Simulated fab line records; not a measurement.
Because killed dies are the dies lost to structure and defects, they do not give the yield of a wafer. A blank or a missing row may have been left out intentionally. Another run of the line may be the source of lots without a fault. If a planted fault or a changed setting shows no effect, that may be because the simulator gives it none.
Which tool was responsible?    flow n5_finfet    72 wafers from 24 lots sampled at 5 of the route's 1938 steps

== WHAT THE GAUGES SHOWED, per wafer ==
N5_MOL_CONTACT_COAG_THK_MEAS_53. Usual: VIA_MOL_THK gives 43.8 nm (standard deviation 0.62).
lot   measured      on             VIA_MOL_THK (nm)  flag
L074  day 5 12:16   film_metro-02  43.2 44.3 44.8    
L075  day 5 12:49   film_metro-01  43.3 44.1 44.2    
L076  day 5 19:02   film_metro-02  43.4 44.9 44.4    
L077  day 5 23:06   film_metro-02  43.4 43.9 44.1    
L078  day 6 06:44   film_metro-02  43.1 43.8 43.7    
L079  day 6 11:25   film_metro-01  43.7 43.2 44.3    
L080  day 6 19:31   film_metro-01  42.6 43.5 42.9    
L081  day 6 22:29   film_metro-01  43.4 43.2 44.0    
L082  day 7 05:47   film_metro-01  43.7 43.8 44.3    
L083  day 7 11:14   film_metro-01  43.5 43.5 44.0    
L084  day 7 18:06   film_metro-02  44.5 44.8 44.0    
L085  day 8 06:32   film_metro-01  43.7 44.7 44.0    
L086  day 8 08:47   film_metro-02  43.2 43.5 44.0    
L087  day 8 09:01   film_metro-02  43.0 43.2 43.1    
L088  day 8 19:38   film_metro-02  42.9 43.9 44.3    
L089  day 8 22:31   film_metro-01  43.5 43.8 45.0    
L090  day 9 08:17   film_metro-02  44.1 43.9 45.4    
L091  day 9 09:43   film_metro-01  43.0 43.1 44.1    
L092  day 9 18:26   film_metro-01  43.1 43.9 44.0    
L093  day 9 21:46   film_metro-01  43.6 43.2 44.0    
L094  day 10 04:52  film_metro-02  42.5 43.0 43.9    
L095  day 10 17:45  film_metro-01  43.9 44.3 43.6    
L097  day 10 21:01  film_metro-01  43.9 44.3 44.3    
L096  day 11 02:50  film_metro-02  44.6 43.7 44.7    

N5_BEOL_M0_SAQP_OVL_MEAS_15. Usual: M0_CORE_OVL gives 0.1 nm (standard deviation 0.88).
lot   measured      on          M0_CORE_OVL (nm)  flag
L074  day 5 16:46   overlay-02  0.5 0.1 0.1       
L075  day 5 19:38   overlay-01  0.5 -1.3 0.3      
L076  day 6 00:40   overlay-02  -0.9 -0.5 -1.1    
L077  day 6 04:56   overlay-01  0.8 1.7 0.9       
L078  day 6 12:37   overlay-01  1.5 0.8 0.2       
L079  day 6 18:37   overlay-01  0.2 0.7 0.4       
L080  day 7 00:29   overlay-02  -1.2 -0.4 -1.8    
L081  day 7 04:35   overlay-02  -0.1 0.5 -0.6     
L082  day 7 11:16   overlay-01  0.9 0.4 0.8       
L083  day 7 15:29   overlay-02  -1.9 -1.3 -0.2    
L084  day 7 23:33   overlay-02  0.7 0.3 -0.8      
L085  day 8 11:55   overlay-02  -0.5 1.5 0.1      
L086  day 8 13:58   overlay-02  0.9 0.9 0.6       
L087  day 8 14:08   overlay-01  1.6 0.3 0.3       
L088  day 9 01:05   overlay-02  -1.3 -0.5 -0.8    
L089  day 9 03:25   overlay-02  -0.1 -1.2 -1.3    
L090  day 9 15:07   overlay-01  -0.3 -0.9 1.0     
L091  day 9 16:23   overlay-02  -0.8 0.1 -0.2     
L092  day 9 23:36   overlay-02  -1.7 0.0 -0.9     
L093  day 10 02:22  overlay-02  1.7 1.5 2.2       
L094  day 10 11:23  overlay-02  0.0 1.2 0.9       
L095  day 10 22:37  overlay-01  0.1 -0.5 0.3      
L097  day 11 02:15  overlay-01  0.3 0.7 0.3       
L096  day 11 08:28  overlay-01  -1.4 -1.8 -0.7    

N5_BEOL_M0_SAQP_CD_MEAS_25: target cd 13.1 nm. Usual: cd_nm reads 12.81 nm (standard deviation 0.22).
lot   measured      on         cd_nm (nm)         flag
L074  day 5 18:47   cd_sem-01  12.38 12.87 12.96  
L075  day 5 21:37   cd_sem-02  12.76 12.72 12.88  
L076  day 6 02:41   cd_sem-03  12.65 12.77 12.73  
L077  day 6 07:41   cd_sem-01  12.81 12.88 12.57  
L078  day 6 14:28   cd_sem-01  12.75 12.53 12.89  
L079  day 6 20:23   cd_sem-03  12.71 13.08 12.43  
L080  day 7 02:34   cd_sem-01  12.36 12.81 13.14  
L081  day 7 06:28   cd_sem-01  12.99 13.12 12.54  
L082  day 7 13:16   cd_sem-03  12.96 12.64 12.98  
L083  day 7 17:14   cd_sem-03  12.73 13.20 12.57  
L084  day 8 01:26   cd_sem-03  12.58 12.96 12.90  
L085  day 8 14:41   cd_sem-02  12.61 12.85 13.29  
L086  day 8 16:00   cd_sem-02  13.31 12.62 12.69  
L087  day 8 16:44   cd_sem-02  12.87 13.00 12.91  
L088  day 9 02:50   cd_sem-01  13.01 12.54 12.78  
L089  day 9 05:02   cd_sem-01  12.69 12.73 12.96  
L090  day 9 17:48   cd_sem-03  12.83 12.66 13.07  
L091  day 9 18:07   cd_sem-03  12.66 12.96 12.69  
L092  day 10 01:14  cd_sem-02  13.12 12.62 12.92  
L093  day 10 04:01  cd_sem-03  12.84 12.88 12.96  
L094  day 10 13:02  cd_sem-02  12.66 12.57 12.78  
L095  day 11 00:20  cd_sem-02  12.49 12.83 12.81  
L097  day 11 03:53  cd_sem-02  13.58 12.99 12.90  
L096  day 11 10:05  cd_sem-01  12.49 12.84 12.98  

== WHICH TOOL RAN EACH LOT (tool, then ch and the chambers of the sampled wafers, then the start) ==
lot   N5_MOL_CONTACT_COAG_STRIP_49          N5_BEOL_M0_SAQP_ILD_DEP_01
L074  plasma_asher-02 ch 0,1, day 5 11:22   pecvd-04 ch 0,1,2, day 5 15:40
L075  plasma_asher-01 ch 0,1, day 5 11:53   pecvd-04 ch 0,1, day 5 18:40
L076  plasma_asher-02 ch 1, day 5 18:07     pecvd-03 ch 0,1,2, day 5 22:27
L077  plasma_asher-01 ch 0,1, day 5 22:13   pecvd-03 ch 0,2, day 6 02:31
L078  plasma_asher-01 ch 0,1, day 6 05:46   pecvd-03 ch 0,2, day 6 10:10
L079  plasma_asher-02 ch 0,1, day 6 10:18   pecvd-04 ch 1,2, day 6 14:50
L080  plasma_asher-01 ch 0,1, day 6 18:38   pecvd-04 ch 0,1,2, day 6 22:55
L081  plasma_asher-02 ch 0,1, day 6 21:35   pecvd-04 ch 0,2, day 7 01:55
L082  plasma_asher-01 ch 0,1, day 7 04:54   pecvd-04 ch 1,2, day 7 09:13
L083  plasma_asher-01 ch 0,1, day 7 10:20   pecvd-04 ch 1,2, day 7 14:38
L084  plasma_asher-02 ch 0,1, day 7 17:14   pecvd-04 ch 0,1,2, day 7 21:32
L085  plasma_asher-02 ch 0,1, day 8 05:39   pecvd-03 ch 0,2, day 8 09:58
L086  plasma_asher-02 ch 0,1, day 8 07:55   pecvd-04 ch 0,2, day 8 12:56
L087  plasma_asher-02 ch 0,1, day 8 08:08   pecvd-03 ch 0,2, day 8 12:58
L088  plasma_asher-02 ch 0,1, day 8 18:44   pecvd-04 ch 1,2, day 8 23:02
L089  plasma_asher-02 ch 0,1, day 8 21:37   pecvd-03 ch 1,2, day 9 02:02
L090  plasma_asher-01 ch 0,1, day 9 07:24   pecvd-04 ch 0,1, day 9 11:43
L091  plasma_asher-02 ch 0,1, day 9 08:49   pecvd-01 ch 0,2, day 9 14:42
L092  plasma_asher-02 ch 0,1, day 9 17:34   pecvd-03 ch 1,2, day 9 21:50
L093  plasma_asher-02 ch 0, day 9 20:52     pecvd-03 ch 0,2, day 10 01:10
L094  plasma_asher-02 ch 0,1, day 10 03:07  pecvd-03 ch 1,2, day 10 08:18
L095  plasma_asher-02 ch 0,1, day 10 16:52  pecvd-04 ch 0,1,2, day 10 21:10
L097  plasma_asher-02 ch 0,1, day 10 20:08  pecvd-04 ch 0,1,2, day 11 00:26
L096  plasma_asher-02 ch 0,1, day 11 01:56  pecvd-01 ch 0,2, day 11 06:16
- N5_MOL_CONTACT_COAG_STRIP_49: strips in N2/H2, time 30 s.
- N5_BEOL_M0_SAQP_ILD_DEP_01: deposits SiOC from DEMS/O2, target thk 45.419 nm, time 8.7 s.

== WHAT THE TOOLS THEMSELVES READ (means of the sampled wafers that have a number; where no wafer has one, the mark that the record gives instead) ==
N5_MOL_CONTACT_COAG_STRIP_49. Usual: drypump_motor_current_A 6.3 A, standard deviation 0.34; h2_flow_sccm 3250 sccm, standard deviation 9.6; heater_power_w 343 W, standard deviation 26.
lot   tool             drypump_motor_current_A (A)  h2_flow_sccm (sccm)  heater_power_w (W)  flag
L074  plasma_asher-02  6.1                          3247                 342                 
L075  plasma_asher-01  6.3                          3247                 346                 
L076  plasma_asher-02  5.9                          3266                 326                 
L077  plasma_asher-01  6.5                          3271                 322                 
L078  plasma_asher-01  6.5                          3241                 320                 
L079  plasma_asher-02  6.3                          3257                 349                 
L080  plasma_asher-01  6.5                          3251                 322                 
L081  plasma_asher-02  6.3                          3256                 358                 
L082  plasma_asher-01  6.5                          3246                 323                 
L083  plasma_asher-01  6.3                          3258                 345                 
L084  plasma_asher-02  6.1                          3246                 335                 
L085  plasma_asher-02  6.3                          3256                 349                 
L086  plasma_asher-02  6.3                          3245                 351                 
L087  plasma_asher-02  6.3                          3249                 356                 
L088  plasma_asher-02  6.3                          3249                 356                 
L089  plasma_asher-02  6.3                          3253                 351                 
L090  plasma_asher-01  6.5                          3241                 328                 
L091  plasma_asher-02  6.3                          3249                 362                 
L092  plasma_asher-02  6.1                          3248                 343                 
L093  plasma_asher-02  6.5                          3230                 365                 
L094  plasma_asher-02  6.3                          3248                 351                 
L095  plasma_asher-02  6.3                          3252                 356                 
L097  plasma_asher-02  6.1                          3251                 345                 
L096  plasma_asher-02  6.1                          3241                 337                 

N5_BEOL_M0_SAQP_ILD_DEP_01. Usual: heater_power_w 469 W, standard deviation 60; showerhead_plenum_p_Torr 5.691 Torr, standard deviation 0.016; throttle_valve_pct 11.7 %, standard deviation 0.72.
lot   tool      heater_power_w (W)  showerhead_plenum_p_Torr (Torr)  throttle_valve_pct (%)  flag
L074  pecvd-04  474                 5.686                            11.5                    
L075  pecvd-04  475                 5.697                            11.6                    
L076  pecvd-03  483                 5.703                            11.8                    
L077  pecvd-03  445                 5.694                            11.1                    
L078  pecvd-03  443                 5.697                            11.3                    
L079  pecvd-04  469                 5.686                            11.6                    
L080  pecvd-04  463                 5.680                            11.8                    
L081  pecvd-04  488                 5.675                            11.7                    
L082  pecvd-04  439                 5.676                            11.7                    
L083  pecvd-04  457                 5.682                            11.8                    
L084  pecvd-04  441                 5.688                            11.6                    
L085  pecvd-03  487                 5.709                            11.2                    
L086  pecvd-04  551                 5.687                            11.5                    
L087  pecvd-03  433                 5.697                            11.8                    
L088  pecvd-04  451                 5.693                            11.7                    
L089  pecvd-03  455                 5.708                            12.2                    
L090  pecvd-04  462                 5.703                            11.4                    
L091  pecvd-01  452                 5.675                            13.0                    
L092  pecvd-03  502                 5.699                            11.4                    
L093  pecvd-03  479                 5.690                            11.6                    
L094  pecvd-03  476                 5.698                            12.1                    
L095  pecvd-04  484                 5.687                            11.1                    
L097  pecvd-04  475                 5.691                            11.3                    
L096  pecvd-01  504                 5.683                            12.4                    

== THE ANSWER, worked out from the rows above alone ==
Rule: a lot is off if the mean of its wafers that have a number lies more than 3 standard deviations from the usual mean. Also off: a lot with no number at a reading for which 4 or more lots have one. Where the step has rows for the other lots, those lots are counted as sound. The gauges are gone through in route order, then the tools' own readings, and for those a lot's mean is taken as printed above. The first step at which some lot is off is used, and at that step the reading that is off furthest; a lot without a number counts as furthest.
Across all readings shown, no lot is off: no conclusion can be drawn from this.

== WHAT HAD BEEN PUT IN BY THE SIMULATOR ==
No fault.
